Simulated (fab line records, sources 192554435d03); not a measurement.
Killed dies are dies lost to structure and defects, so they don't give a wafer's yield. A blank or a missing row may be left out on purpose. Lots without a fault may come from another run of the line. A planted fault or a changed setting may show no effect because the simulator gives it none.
Which tool did it? | flow n5_finfet | 6 lots, 18 wafers sampled, at 1 step of a route of 1938

WHAT THE GAUGES READ, wafer by wafer
N5_WELL_APT_CD_MEAS_08: target cd 200 nm.
lot  | measured    | on        | cd_nm (nm)
L845 | day 2 19:35 | cd_sem-02 | 201.3 199.7 201.0
L847 | day 3 07:44 | cd_sem-03 | 199.3 197.1 199.0
L851 | day 4 07:49 | cd_sem-03 | 198.3 198.6 198.5
L858 | day 6 01:49 | cd_sem-03 | 198.2 199.8 195.1
L860 | day 6 13:49 | cd_sem-01 | 201.9 196.6 201.5
L862 | day 7 02:07 | cd_sem-03 | 198.7 197.8 195.2

WHICH TOOL RAN EACH LOT (tool, then ch and the chambers of the sampled wafers, then the start)
The record holds no process step before these readings.

THE ANSWER, worked out from the rows above alone
Rule: what is usual is taken from the lots themselves. Put in order of their means at a reading, lots are off if they are a third of the lots or fewer, leave a main group of 4 or more, and stand apart from it by a gap of 3 or more times the standard deviation of the main group's means; of several such gaps the widest counts. A main group whose means are all the same, to the digits that the tables above print for the reading, isn't used. A lot without any number at a reading at which 4 lots or more have one is off too. The other lots that the step has rows for count as sound.
No lot is off at any reading shown: from this, nothing can be told.

WHAT THE SIMULATOR HAD PUT IN
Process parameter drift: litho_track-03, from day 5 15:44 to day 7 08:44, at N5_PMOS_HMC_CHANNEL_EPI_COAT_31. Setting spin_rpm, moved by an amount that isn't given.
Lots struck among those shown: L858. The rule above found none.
